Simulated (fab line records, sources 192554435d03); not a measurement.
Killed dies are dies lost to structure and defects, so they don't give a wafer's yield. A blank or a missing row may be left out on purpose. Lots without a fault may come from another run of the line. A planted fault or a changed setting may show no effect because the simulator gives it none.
Which tool did it? | flow n5_finfet | 10 lots, 30 wafers sampled, at 5 steps of a route of 1938

WHAT THE GAUGES READ, wafer by wafer
N5_PMOS_HMC_CHANNEL_EPI_OVL_MEAS_10. Usual: PMOS_HMC_BLK_OVL 0.6 nm, standard deviation 0.67.
lot  | measured    | on         | PMOS_HMC_BLK_OVL (nm) | flag
L142 | day 1 17:47 | overlay-02 | 1.6 0.4 0.1           |
L145 | day 2 11:45 | overlay-02 | 0.2 0.9 1.5           |
L148 | day 3 05:16 | overlay-02 | 0.5 1.4 0.6           |
L156 | day 5 05:40 | overlay-01 | 1.7 0.1 0.2           |
L157 | day 5 11:24 | overlay-02 | 0.4 0.5 1.6           |
L158 | day 5 17:19 | overlay-01 | -0.2 -0.8 -1.4        |
L159 | day 5 23:03 | overlay-01 | 0.8 1.2 0.6           |
L160 | day 6 04:53 | overlay-01 | 0.5 -0.1 -0.5         |
L163 | day 6 23:07 | overlay-01 | 0.6 1.2 0.2           |
L165 | day 7 11:13 | overlay-02 | 1.4 0.7 1.4           |

N5_BEOL_M4_RC_MEAS_101. Usual: DIBL_N 36.2 mV/V, standard deviation 1.7; DIBL_P 36.2 mV/V, standard deviation 2.2; IOFF_N 0.16 nA/um, standard deviation 0.035; IOFF_P 0.21 nA/um, standard deviation 0.042; ION_N 673 uA/um, standard deviation 13; ION_P 462 uA/um, standard deviation 7.9; SS_N 71.4 mV/dec, standard deviation 0.59; SS_P 73.2 mV/dec, standard deviation 0.7; VT_N 250 mV, standard deviation 3.6; VT_P -251 mV, standard deviation 3.5.
lot  | measured     | on        | DIBL_N (mV/V)  | DIBL_P (mV/V)  | IOFF_N (nA/um) | IOFF_P (nA/um) | ION_N (uA/um) | ION_P (uA/um) | SS_N (mV/dec)  | SS_P (mV/dec)  | VT_N (mV)   | VT_P (mV)      | flag
L142 | day 7 14:49  | prober-01 | 39.5 37.5 34.2 | 39.9 36.7 33.5 | 0.20 0.17 0.11 | 0.24 0.20 0.15 | 672 681 642   | 458 461 443   | 72.9 71.9 71.0 | 74.6 74.5 72.4 | 248 253 256 | -248 -251 -256 |
L145 | day 8 07:13  | prober-02 | 36.6 39.1 39.0 | 37.7 41.7 41.1 | 0.20 0.27 0.27 | 0.26 0.34 0.34 | 688 713 696   | 468 482 476   | 72.1 71.7 72.7 | 73.4 74.9 74.9 | 243 240 240 | -246 -244 -243 |
L148 | day 9 04:19  | prober-01 | 35.6 34.7 38.1 | 38.0 36.0 39.9 | 0.17 0.14 0.20 | 0.21 0.18 0.23 | 681 662 681   | 456 454 458   | 71.0 71.7 71.8 | 72.9 73.0 74.0 | 252 250 249 | -250 -253 -251 |
L156 | day 11 04:55 | prober-01 | 37.7 34.2 35.3 | 39.0 34.5 36.8 | 0.17 0.12 0.14 | 0.26 0.19 0.22 | 668 659 666   | 463 464 460   | 71.2 71.6 71.3 | 73.8 72.0 73.0 | 251 252 250 | -245 -250 -248 |
L157 | day 11 10:55 | prober-02 | 36.0 33.5 37.8 | 36.3 33.6 38.1 | 0.17 0.12 0.20 | 0.21 0.18 0.26 | 684 668 684   | 466 463 464   | 71.8 70.9 71.9 | 73.6 72.8 74.1 | 251 255 247 | -251 -253 -247 |
L158 | day 11 13:39 | prober-02 | 34.7 32.8 34.0 | 33.5 31.6 32.5 | 0.11 0.10 0.11 | 0.16 0.13 0.15 | 652 648 664   | 449 441 447   | 70.9 70.4 70.9 | 72.8 72.4 72.4 | 255 258 254 | -254 -256 -256 |
L159 | day 12 13:05 | prober-02 | 36.2 35.4 36.9 | 35.5 35.1 37.5 | 0.16 0.16 0.17 | 0.21 0.21 0.24 | 670 677 676   | 465 468 462   | 71.2 71.6 72.2 | 73.1 73.0 73.1 | 251 249 249 | -249 -249 -249 |
L160 | day 12 17:07 | prober-02 | 32.5 32.4 32.2 | 32.9 31.6 30.7 | 0.10 0.10 0.09 | 0.15 0.14 0.13 | 654 648 648   | 455 446 446   | 71.2 70.5 70.4 | 72.3 72.4 72.3 | 256 256 258 | -254 -255 -258 |
L163 | day 13 14:12 | prober-01 | 37.8 36.2 37.1 | 37.2 34.0 34.9 | 0.16 0.12 0.15 | 0.25 0.19 0.21 | 669 673 675   | 459 462 470   | 71.8 71.5 70.9 | 73.6 72.6 72.3 | 247 255 249 | -247 -251 -249 |
L165 | day 13 17:47 | prober-01 | 34.9 35.1 34.1 | 36.8 35.5 35.1 | 0.15 0.14 0.13 | 0.17 0.16 0.16 | 665 672 666   | 450 451 454   | 70.6 71.4 71.0 | 73.9 73.2 73.1 | 252 252 255 | -257 -259 -258 |

WHICH TOOL RAN EACH LOT (tool, then ch and the chambers of the sampled wafers, then the start)
lot  | N5_PMOS_HMC_CHANNEL_EPI_HM_DEP_34 | N5_PMOS_HMC_CHANNEL_EPI_DESCUM_14 | N5_PMOS_HMC_CHANNEL_EPI_STRIP_17
L142 | pecvd-01 ch 0,1, day 1 17:28      | rie_diel-02 ch 0,1,2, day 1 17:50 | wet_bench-01 ch 1,2,7, day 1 18:02
L145 | pecvd-03 ch 0,1, day 2 11:19      | rie_diel-05 ch 0,1, day 2 11:49   | wet_bench-04 ch 3,5,6, day 2 12:01
L148 | pecvd-03 ch 0,2, day 3 04:50      | rie_diel-05 ch 1,2,3, day 3 05:19 | wet_bench-02 ch 2,5,7, day 3 05:31
L156 | pecvd-03 ch 0,1,2, day 5 05:21    | rie_diel-05 ch 1,2, day 5 05:43   | wet_bench-01 ch 2,4,7, day 5 05:55
L157 | pecvd-04 ch 0,1,2, day 5 11:05    | rie_diel-02 ch 0,1, day 5 11:29   | wet_bench-02 ch 1,3,6, day 5 11:41
L158 | pecvd-01 ch 0,1, day 5 17:01      | rie_diel-02 ch 0,1,3, day 5 17:23 | wet_bench-04 ch 3,4,7, day 5 17:35
L159 | pecvd-01 ch 0,2, day 5 22:37      | rie_diel-02 ch 0,3, day 5 23:23   | wet_bench-01 ch 1,3,5, day 5 23:40
L160 | pecvd-04 ch 0,1,2, day 6 04:35    | rie_diel-06 ch 1,3, day 6 04:57   | wet_bench-04 ch 4,5,6, day 6 05:09
L163 | pecvd-04 ch 1,2, day 6 22:41      | rie_diel-06 ch 0,1,2, day 6 23:11 | wet_bench-02 ch 0,1,4, day 6 23:23
L165 | pecvd-01 ch 0,1,2, day 7 10:54    | rie_diel-06 ch 0,3, day 7 11:40   | wet_bench-02 ch 0,2,4, day 7 11:52
- N5_PMOS_HMC_CHANNEL_EPI_HM_DEP_34: deposits SiO2 from TEOS/O2, target thk 36 nm, time 6.9 s.
- N5_PMOS_HMC_CHANNEL_EPI_DESCUM_14: chemistry O2, time 7.9 s.
- N5_PMOS_HMC_CHANNEL_EPI_STRIP_17: strips in SPM, time 750 s.

WHAT THE TOOLS THEMSELVES READ (means of the sampled wafers that have a number; where no wafer has one, the mark that the record gives instead)
N5_PMOS_HMC_CHANNEL_EPI_HM_DEP_34. Usual: heater_power_w 599 W, standard deviation 130; showerhead_plenum_p_Torr 8.35 Torr, standard deviation 0.037; throttle_valve_pct 18.8 %, standard deviation 0.74.
lot  | tool     | heater_power_w (W) | showerhead_plenum_p_Torr (Torr) | throttle_valve_pct (%) | flag
L142 | pecvd-01 | 640                | 8.36                            | 18.9                   |
L145 | pecvd-03 | 623                | 8.35                            | 19.5                   |
L148 | pecvd-03 | 369                | 8.30                            | 18.8                   |
L156 | pecvd-03 | 511                | 8.33                            | 19.1                   |
L157 | pecvd-04 | 700                | 8.36                            | 18.3                   |
L158 | pecvd-01 | 655                | 8.35                            | 19.1                   |
L159 | pecvd-01 | 605                | 8.37                            | 18.4                   |
L160 | pecvd-04 | 705                | 8.36                            | 18.3                   |
L163 | pecvd-04 | 737                | 8.35                            | 19.0                   |
L165 | pecvd-01 | 671                | 8.36                            | 18.7                   |

N5_PMOS_HMC_CHANNEL_EPI_DESCUM_14. Usual: drypump_motor_current_A 5.6 A, standard deviation 0.49; oes_product_au 0.76 a.u., standard deviation 0.067; rf_vpp_V 243.4 V, standard deviation 1.7; showerhead_plenum_p_Torr 2.10 Torr, standard deviation 0.098; throttle_valve_pct 20.50 %, standard deviation 0.26.
lot  | tool        | drypump_motor_current_A (A) | oes_product_au (a.u.) | rf_vpp_V (V) | showerhead_plenum_p_Torr (Torr) | throttle_valve_pct (%) | flag
L142 | rie_diel-02 | 5.3                         | 0.74                  | 242.4        | 2.05                            | 20.64                  |
L145 | rie_diel-05 | 5.8                         | 0.89                  | 243.9        | 2.09                            | 20.47                  |
L148 | rie_diel-05 | 5.4                         | 0.83                  | 243.8        | 2.17                            | 20.45                  |
L156 | rie_diel-05 | 5.2                         | 0.79                  | 244.6        | 2.15                            | 20.62                  |
L157 | rie_diel-02 | 5.5                         | 0.72                  | 242.2        | 2.05                            | 20.87                  |
L158 | rie_diel-02 | 5.4                         | 0.74                  | 243.0        | 2.11                            | 20.74                  |
L159 | rie_diel-02 | 5.4                         | 0.76                  | 244.5        | 2.18                            | 20.61                  |
L160 | rie_diel-06 | 6.5                         | 0.81                  | 244.8        | 2.19                            | 20.13                  |
L163 | rie_diel-06 | 5.9                         | 0.77                  | 243.3        | 2.09                            | 20.32                  |
L165 | rie_diel-06 | 5.6                         | 0.74                  | 243.5        | 2.05                            | 20.32                  |

N5_PMOS_HMC_CHANNEL_EPI_STRIP_17. Usual: bath_guard_temp_C 130.0 C, standard deviation 0.6; bath_heat_duty_pct 14.6 %, standard deviation 1.5.
lot  | tool         | bath_guard_temp_C (C) | bath_heat_duty_pct (%) | flag
L142 | wet_bench-01 | 129.9                 | 14.1                   |
L145 | wet_bench-04 | 130.0                 | 15.1                   |
L148 | wet_bench-02 | 130.1                 | 15.7                   |
L156 | wet_bench-01 | -                     | -                      | OFF
L157 | wet_bench-02 | -                     | -                      | OFF
L158 | wet_bench-04 | -                     | -                      | OFF
L159 | wet_bench-01 | 130.3                 | 14.2                   |
L160 | wet_bench-04 | 130.1                 | 15.6                   |
L163 | wet_bench-02 | 129.3                 | 14.4                   |
L165 | wet_bench-02 | 129.6                 | 14.8                   |

THE ANSWER, worked out from the rows above alone
Rule: a lot is off if the mean of its wafers that have a number lies more than 3 standard deviations from the usual mean. A lot without any number at a reading at which 4 lots or more have one is off too. The other lots that the step has rows for count as sound. The gauges are gone through in route order, then the tools' own readings, and for those a lot's mean is taken as printed above. The first step at which some lot is off is used, and at that step the reading that is off furthest; a lot without a number counts as furthest.
Off: L156, L157, L158, at N5_PMOS_HMC_CHANNEL_EPI_STRIP_17 (bath_guard_temp_C). Without a number there: L156, L157, L158.
A tool fits if, at that step or a process step before it, it ran every lot that is off, and no sound lot after the first of them. None of those tried fits.

WHAT THE SIMULATOR HAD PUT IN
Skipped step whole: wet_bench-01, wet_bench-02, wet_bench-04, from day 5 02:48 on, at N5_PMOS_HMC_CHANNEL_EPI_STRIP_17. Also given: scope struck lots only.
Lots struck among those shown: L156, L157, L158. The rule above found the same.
